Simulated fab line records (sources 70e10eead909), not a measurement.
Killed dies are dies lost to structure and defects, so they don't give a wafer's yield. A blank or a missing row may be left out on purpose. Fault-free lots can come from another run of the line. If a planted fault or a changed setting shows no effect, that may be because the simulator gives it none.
Which tool was responsible?	flow nand_harc	72 wafers from 24 lots sampled at 6 of the route's 1302 steps

WHAT THE GAUGES SHOWED, per wafer
NHARC_A_ONON_D1_THK_MEAS_14: measures by ellipsometry. Usual: thk_nm at 999 nm, with a standard deviation of 12.
lot	measured	on	thk_nm (nm)	flag
L074	day 7 22:16	film_metro-01	1017 1018 1016	
L076	day 8 11:27	film_metro-02	1008 1007 1007	
L075	day 8 11:26	film_metro-01	991 988 988	
L077	day 9 04:10	film_metro-01	992 992 992	
L078	day 9 16:36	film_metro-02	992 994 994	
L079	day 9 20:23	film_metro-01	1000 1001 1000	
L081	day 10 14:09	film_metro-02	996 997 997	
L080	day 10 14:05	film_metro-02	995 997 993	
L082	day 11 08:59	film_metro-01	982 984 983	
L083	day 11 09:04	film_metro-02	1003 1002 1004	
L084	day 12 02:46	film_metro-01	992 990 990	
L085	day 12 09:55	film_metro-01	993 994 996	
L086	day 12 17:29	film_metro-02	996 997 995	
L088	day 14 00:49	film_metro-01	972 973 971	
L087	day 14 00:48	film_metro-02	987 983 985	
L089	day 14 09:31	film_metro-02	1000 1000 998	
L090	day 14 16:18	film_metro-02	1006 1009 1007	
L091	day 15 02:38	film_metro-01	987 988 986	
L092	day 15 08:26	film_metro-02	1009 1007 1009	
L093	day 15 18:03	film_metro-01	1009 1010 1010	
L094	day 16 12:10	film_metro-02	1013 1011 1014	
L095	day 16 17:07	film_metro-01	1018 1017 1019	
L096	day 17 03:15	film_metro-01	999 1000 998	
L097	day 17 07:56	film_metro-02	1017 1016 1016	

WHAT TOOL EACH LOT RAN ON (gives the tool, then ch and the chambers of the sampled wafers, and finally the start)
lot	NHARC_P_CONTACT_ETCH_36	NHARC_P_CONTACT_STRIP_28	NHARC_P_CONTACT_PVD_32	NHARC_P_M1_DEP_33	NHARC_P_BONDPAD_DESCUM_11
L074	rie_diel-08 ch 0,2,3, day 6 02:47 or earlier	rie_diel-05 ch 1,2, day 6 02:47	pvd_sputter-02, day 6 12:40 or earlier	pecvd-03 ch 1,2, day 6 12:40	rie_diel-09 ch 0,1,2, day 6 18:24
L076	rie_diel-03 ch 0,3, day 6 14:26 or earlier	rie_diel-03 ch 1,3, day 6 14:26	pvd_sputter-01, day 7 00:23 or earlier	pecvd-03 ch 0,2, day 7 00:23	rie_diel-08 ch 0,1,2, day 7 06:16
L075	rie_diel-08 ch 1,2, day 6 14:55 or earlier	rie_diel-03 ch 1,3, day 6 14:55	pvd_sputter-03, day 7 01:11 or earlier	pecvd-03 ch 1,2, day 7 01:11	rie_diel-08 ch 0,1,3, day 7 06:55
L077	rie_diel-05 ch 1,2,3, day 7 04:51 or earlier	rie_diel-03 ch 1,2,3, day 7 04:51	pvd_sputter-01, day 7 14:46 or earlier	pecvd-01 ch 1,2, day 7 14:46	rie_diel-08 ch 0,1,3, day 7 20:46
L078	rie_diel-03 ch 0,1,3, day 7 18:55 or earlier	rie_diel-05 ch 0,1,2, day 7 18:55	pvd_sputter-02, day 8 04:49 or earlier	pecvd-01 ch 0,1, day 8 04:49	rie_diel-08 ch 0,2,3, day 8 10:43
L079	rie_diel-08 ch 1,2,3, day 7 23:41 or earlier	rie_diel-05 ch 2,3, day 7 23:41	pvd_sputter-01, day 8 09:49 or earlier	pecvd-01 ch 0,1, day 8 09:49	rie_diel-09 ch 0,1, day 8 15:50
L081	rie_diel-05 ch 0,1,2, day 8 15:40 or earlier	rie_diel-03 ch 0,1,2, day 8 15:40	pvd_sputter-02, day 9 01:43 or earlier	pecvd-01 ch 1,2, day 9 01:43	rie_diel-03 ch 0,2, day 9 07:43
L080	rie_diel-08 ch 0,2,3, day 8 16:26 or earlier	rie_diel-05 ch 0,2,3, day 8 16:26	pvd_sputter-02, day 9 02:33 or earlier	pecvd-01 ch 0,1,2, day 9 02:33	rie_diel-03 ch 0,1,2, day 9 08:43
L082	rie_diel-05 ch 0,2, day 9 13:34 or earlier	rie_diel-08 ch 2,3, day 9 13:34	pvd_sputter-02, day 9 23:22 or earlier	pecvd-01 ch 0,1, day 9 23:22	rie_diel-08 ch 1,2,3, day 10 05:05
L083	rie_diel-08 ch 2,3, day 9 15:01 or earlier	rie_diel-08 ch 0,2,3, day 9 15:01	pvd_sputter-03, day 10 00:59 or earlier	pecvd-03 ch 0,1,2, day 10 00:59	rie_diel-09 ch 0,1,2, day 10 06:55
L084	rie_diel-05 ch 0,1,2, day 10 06:20 or earlier	rie_diel-03 ch 1,2,3, day 10 06:20	pvd_sputter-02, day 10 16:14 or earlier	pecvd-04 ch 0,1,2, day 10 16:14	rie_diel-08 ch 1,3, day 10 22:11
L085	rie_diel-03 ch 1,2,3, day 10 10:20 or earlier	rie_diel-05 ch 0,2, day 10 10:20	pvd_sputter-02, day 10 20:13 or earlier	pecvd-03 ch 0,2, day 10 20:13	rie_diel-09 ch 0,1,2, day 11 01:59
L086	rie_diel-08 ch 0,3, day 10 20:51 or earlier	rie_diel-08 ch 0,1,3, day 10 20:51	pvd_sputter-02, day 11 07:03 or earlier	pecvd-01 ch 0,1,2, day 11 07:03	rie_diel-03 ch 0,1, day 11 13:25
L088	rie_diel-05 ch 0,1,3, day 12 03:30 or earlier	rie_diel-05 ch 0,1,3, day 12 03:30	pvd_sputter-01, day 12 13:55 or earlier	pecvd-01 ch 0,1,2, day 12 13:55	rie_diel-09 ch 0,1,2, day 12 20:05
L087	rie_diel-03 ch 0,2, day 12 04:07 or earlier	rie_diel-05 ch 0,1,3, day 12 04:07	pvd_sputter-03, day 12 14:57 or earlier	pecvd-03 ch 0,1,2, day 12 14:57	rie_diel-09 ch 1,2,3, day 12 20:41
L089	rie_diel-05 ch 1,3, day 12 12:54 or earlier	rie_diel-08 ch 0,1, day 12 12:54	pvd_sputter-02, day 12 23:03 or earlier	pecvd-01 ch 0,1,2, day 12 23:03	rie_diel-08 ch 0,3, day 13 04:54
L090	rie_diel-05 ch 0,1, day 12 18:14 or earlier	rie_diel-08 ch 1,2, day 12 18:14	pvd_sputter-01, day 13 04:21 or earlier	pecvd-04 ch 0,1,2, day 13 04:21	rie_diel-09 ch 2,3, day 13 10:06
L091	rie_diel-08 ch 0,1,2, day 13 06:50 or earlier	rie_diel-05 ch 0,1, day 13 06:50	pvd_sputter-01, day 13 16:46 or earlier	pecvd-04 ch 1,2, day 13 16:46	rie_diel-08 ch 0,1, day 13 22:43
L092	rie_diel-03 ch 0,2,3, day 13 11:44 or earlier	rie_diel-05 ch 1,3, day 13 11:44	pvd_sputter-01, day 13 21:47 or earlier	pecvd-01 ch 0,1,2, day 13 21:47	rie_diel-08 ch 1,2, day 14 03:34
L093	rie_diel-03 ch 2,3, day 13 21:32 or earlier	rie_diel-05 ch 1,3, day 13 21:32	pvd_sputter-01, day 14 07:44 or earlier	pecvd-03 ch 0,1, day 14 07:44	rie_diel-08 ch 0,1, day 14 13:35
L094	rie_diel-08 ch 0,1,3, day 14 09:52 or earlier	rie_diel-03 ch 0,2,3, day 14 09:52	pvd_sputter-02, day 14 19:55 or earlier	pecvd-04 ch 1,2, day 14 19:55	rie_diel-03 ch 0,2,3, day 15 02:09
L095	rie_diel-03 ch 2,3, day 14 20:06 or earlier	rie_diel-08 ch 0,3, day 14 20:06	pvd_sputter-02, day 15 06:17 or earlier	pecvd-03 ch 0,1,2, day 15 06:17	rie_diel-09 ch 0,2, day 15 12:25
L096	rie_diel-08 ch 0,2,3, day 15 05:18 or earlier	rie_diel-05 ch 1,2, day 15 05:18	pvd_sputter-03, day 15 15:30 or earlier	pecvd-01 ch 0,2, day 15 15:30	rie_diel-03 ch 1,2,3, day 15 21:24
L097	rie_diel-03 ch 0,1, day 15 11:53 or earlier	rie_diel-08 ch 0,3, day 15 11:53	pvd_sputter-01, day 15 22:06 or earlier	pecvd-04 ch 0,1,2, day 15 22:06	rie_diel-03 ch 0,1,3, day 16 04:10
- NHARC_P_CONTACT_ETCH_36: etches the open film in N2/H2, target depth 260 nm, time 406.25 s.
- NHARC_P_CONTACT_STRIP_28: strips in O2.
- NHARC_P_CONTACT_PVD_32: deposits Ti, target thk 5 nm, time 17.7 s.
- NHARC_P_M1_DEP_33: deposits SiCN, target thk 30 nm.
- NHARC_P_BONDPAD_DESCUM_11: chemistry O2, time 3 s.

WHAT THE TOOLS THEMSELVES READ (means of the sampled wafers that have a number; where no wafer has one, the mark that the record gives instead)
NHARC_P_CONTACT_ETCH_36. Usual: drypump_motor_current_A 6.1 A, standard deviation 0.34; oes_product_au 1.005 a.u., standard deviation 0.011; rf_vpp_V 431.1 V, standard deviation 2.5; showerhead_plenum_p_Torr 2.07 Torr, standard deviation 0.087; throttle_valve_pct 14.172 %, standard deviation 0.0089.
lot	tool	drypump_motor_current_A (A)	oes_product_au (a.u.)	rf_vpp_V (V)	showerhead_plenum_p_Torr (Torr)	throttle_valve_pct (%)	flag
L074	rie_diel-08	6.1	1.018	431.4	2.07	14.172	
L076	rie_diel-03	6.3	0.996	429.9	2.00	14.176	
L075	rie_diel-08	6.5	1.023	430.5	2.05	14.173	
L077	rie_diel-05	6.3	0.998	431.8	2.08	14.168	
L078	rie_diel-03	6.1	1.001	430.8	2.04	14.172	
L079	rie_diel-08	6.2	1.015	431.9	2.09	14.160	
L081	rie_diel-05	6.3	0.997	431.3	2.07	14.173	
L080	rie_diel-08	6.1	1.014	431.5	2.07	14.169	
L082	rie_diel-05	6.3	1.005	433.5	2.13	14.171	
L083	rie_diel-08	6.2	1.009	432.8	2.13	14.162	
L084	rie_diel-05	6.3	1.000	431.4	2.07	14.172	
L085	rie_diel-03	6.2	1.001	430.0	2.03	14.175	
L086	rie_diel-08	5.8	1.009	431.7	2.11	14.168	
L088	rie_diel-05	6.1	1.005	432.5	2.09	14.175	
L087	rie_diel-03	6.3	1.011	430.3	2.01	14.175	
L089	rie_diel-05	6.3	0.997	429.4	2.01	14.177	
L090	rie_diel-05	6.2	0.996	429.9	2.00	14.169	
L091	rie_diel-08	6.1	1.012	430.9	2.03	14.173	
L092	rie_diel-03	6.3	1.002	429.0	1.99	14.179	
L093	rie_diel-03	6.4	0.999	428.7	1.99	14.176	
L094	rie_diel-08	5.9	1.007	431.5	2.08	14.173	
L095	rie_diel-03	6.3	0.998	429.2	1.97	14.166	
L096	rie_diel-08	6.1	1.012	431.1	2.07	14.170	
L097	rie_diel-03	6.1	0.999	431.0	2.06	14.173	

NHARC_P_CONTACT_STRIP_28. Usual: drypump_motor_current_A 6.2 A, standard deviation 0.33; oes_product_au 1.005 a.u., standard deviation 0.01; rf_vpp_V 57.9 V, standard deviation 0.94; showerhead_plenum_p_Torr 3.58 Torr, standard deviation 0.15; throttle_valve_pct 17.036 %, standard deviation 0.0088.
lot	tool	drypump_motor_current_A (A)	oes_product_au (a.u.)	rf_vpp_V (V)	showerhead_plenum_p_Torr (Torr)	throttle_valve_pct (%)	flag
L074	rie_diel-05	6.5	1.007	57.6	3.55	17.038	
L076	rie_diel-03	6.1	1.003	58.1	3.58	17.038	
L075	rie_diel-03	6.2	0.995	57.4	3.49	17.029	
L077	rie_diel-03	6.2	1.002	57.5	3.52	17.044	
L078	rie_diel-05	6.3	1.001	58.6	3.57	17.036	
L079	rie_diel-05	6.2	0.989	57.7	3.74	17.036	
L081	rie_diel-03	6.1	1.010	57.8	3.55	17.035	
L080	rie_diel-05	6.1	1.000	58.8	3.72	17.044	
L082	rie_diel-08	6.5	1.018	58.3	3.60	17.030	
L083	rie_diel-08	6.1	1.021	57.9	3.57	17.042	
L084	rie_diel-03	6.2	0.999	57.2	3.52	17.034	
L085	rie_diel-05	6.3	1.003	57.9	3.67	17.036	
L086	rie_diel-08	5.8	1.009	57.8	3.59	17.034	
L088	rie_diel-05	6.1	1.002	57.7	3.61	17.032	
L087	rie_diel-05	6.0	0.997	58.5	3.61	17.035	
L089	rie_diel-08	5.7	1.012	57.3	3.50	17.036	
L090	rie_diel-08	6.4	1.012	57.4	3.55	17.036	
L091	rie_diel-05	6.2	1.006	58.5	3.47	17.040	
L092	rie_diel-05	6.1	1.006	58.2	3.63	17.035	
L093	rie_diel-05	6.1	1.001	58.2	3.63	17.034	
L094	rie_diel-03	6.3	0.999	57.3	3.45	17.044	
L095	rie_diel-08	5.7	1.017	58.0	3.55	17.037	
L096	rie_diel-05	6.5	1.006	57.6	3.55	17.035	
L097	rie_diel-08	5.7	1.018	58.8	3.55	17.040	

NHARC_P_CONTACT_PVD_32. Usual: cathode_dc_power_W 5000.0 W, standard deviation 0.93; throttle_valve_pct 29.5 %, standard deviation 1.2.
lot	tool	cathode_dc_power_W (W)	throttle_valve_pct (%)	flag
L074	pvd_sputter-02	4999.7	28.7	
L076	pvd_sputter-01	5000.1	30.2	
L075	pvd_sputter-03	5000.4	29.5	
L077	pvd_sputter-01	5000.1	29.0	
L078	pvd_sputter-02	4999.3	30.4	
L079	pvd_sputter-01	5000.0	29.5	
L081	pvd_sputter-02	5000.0	29.7	
L080	pvd_sputter-02	4999.2	29.4	
L082	pvd_sputter-02	4999.3	29.7	
L083	pvd_sputter-03	5000.7	30.5	
L084	pvd_sputter-02	5000.1	30.3	
L085	pvd_sputter-02	5000.7	28.9	
L086	pvd_sputter-02	5000.8	29.9	
L088	pvd_sputter-01	5000.2	29.0	
L087	pvd_sputter-03	5000.1	29.1	
L089	pvd_sputter-02	5000.3	30.0	
L090	pvd_sputter-01	5000.3	29.0	
L091	pvd_sputter-01	4999.9	29.4	
L092	pvd_sputter-01	5000.1	28.2	
L093	pvd_sputter-01	4999.4	30.0	
L094	pvd_sputter-02	4998.5	29.0	
L095	pvd_sputter-02	5000.0	30.0	
L096	pvd_sputter-03	4999.9	29.4	
L097	pvd_sputter-01	5000.3	29.1	

NHARC_P_M1_DEP_33. Usual: heater_power_w at 595 W, with a standard deviation of 78.
lot	tool	heater_power_w (W)	flag
L074	pecvd-03	613	
L076	pecvd-03	565	
L075	pecvd-03	594	
L077	pecvd-01	538	
L078	pecvd-01	629	
L079	pecvd-01	639	
L081	pecvd-01	549	
L080	pecvd-01	626	
L082	pecvd-01	641	
L083	pecvd-03	570	
L084	pecvd-04	586	
L085	pecvd-03	565	
L086	pecvd-01	586	
L088	pecvd-01	593	
L087	pecvd-03	590	
L089	pecvd-01	609	
L090	pecvd-04	571	
L091	pecvd-04	652	
L092	pecvd-01	587	
L093	pecvd-03	580	
L094	pecvd-04	655	
L095	pecvd-03	544	
L096	pecvd-01	662	
L097	pecvd-04	610	

NHARC_P_BONDPAD_DESCUM_11. Usual: drypump_motor_current_A 5.9 A, standard deviation 0.53; oes_product_au 1.005 a.u., standard deviation 0.012; rf_vpp_V 57.8 V, standard deviation 0.81; showerhead_plenum_p_Torr 1.91 Torr, standard deviation 0.064; throttle_valve_pct 11.312 %, standard deviation 0.0096.
lot	tool	drypump_motor_current_A (A)	oes_product_au (a.u.)	rf_vpp_V (V)	showerhead_plenum_p_Torr (Torr)	throttle_valve_pct (%)	flag
L074	rie_diel-09	5.6	1.008	57.7	1.88	11.318	
L076	rie_diel-08	6.1	1.018	58.2	1.91	11.315	
L075	rie_diel-08	5.8	1.013	57.8	1.95	11.307	
L077	rie_diel-08	5.8	1.012	57.4	1.95	11.324	
L078	rie_diel-08	6.1	1.008	57.6	1.94	11.310	
L079	rie_diel-09	5.2	0.998	57.6	1.87	11.310	
L081	rie_diel-03	6.3	1.008	58.2	1.89	11.302	
L080	rie_diel-03	6.1	1.009	58.2	1.93	11.310	
L082	rie_diel-08	6.2	1.017	58.2	1.96	11.306	
L083	rie_diel-09	5.5	0.993	58.2	1.88	11.312	
L084	rie_diel-08	6.0	0.998	58.3	2.00	11.323	
L085	rie_diel-09	5.6	0.994	58.3	1.88	11.310	
L086	rie_diel-03	6.1	1.004	57.8	1.93	11.315	
L088	rie_diel-09	5.6	1.006	58.4	1.88	11.319	
L087	rie_diel-09	5.6	0.992	57.9	1.91	11.315	
L089	rie_diel-08	5.7	1.009	58.3	1.92	11.315	
L090	rie_diel-09	5.6	0.997	57.6	1.90	11.310	
L091	rie_diel-08	5.7	1.011	57.5	1.89	11.317	
L092	rie_diel-08	6.2	1.010	57.5	1.93	11.320	
L093	rie_diel-08	5.8	1.009	57.6	1.92	11.316	
L094	rie_diel-03	6.3	0.995	56.9	1.87	11.313	
L095	rie_diel-09	5.4	0.987	57.9	1.84	11.304	
L096	rie_diel-03	6.2	1.000	57.4	1.90	11.311	
L097	rie_diel-03	6.1	0.999	57.8	1.91	11.310	

THE ANSWER, worked out from the rows above alone
Rule: a lot is off if the mean of its wafers that have a number lies more than 3 standard deviations from the usual mean. Also off: a lot with no number at a reading for which 4 or more lots have one. All remaining lots with rows at the step are treated as sound. The gauges are gone through in route order, then the tools' own readings, and for those a lot's mean is taken as printed above. At the first step where some lot is off, the reading lying furthest off is the one used; lots without a number count as furthest.
Nothing can be told from this: no lot is off at any reading shown.

WHAT THE SIMULATOR HAD PUT IN
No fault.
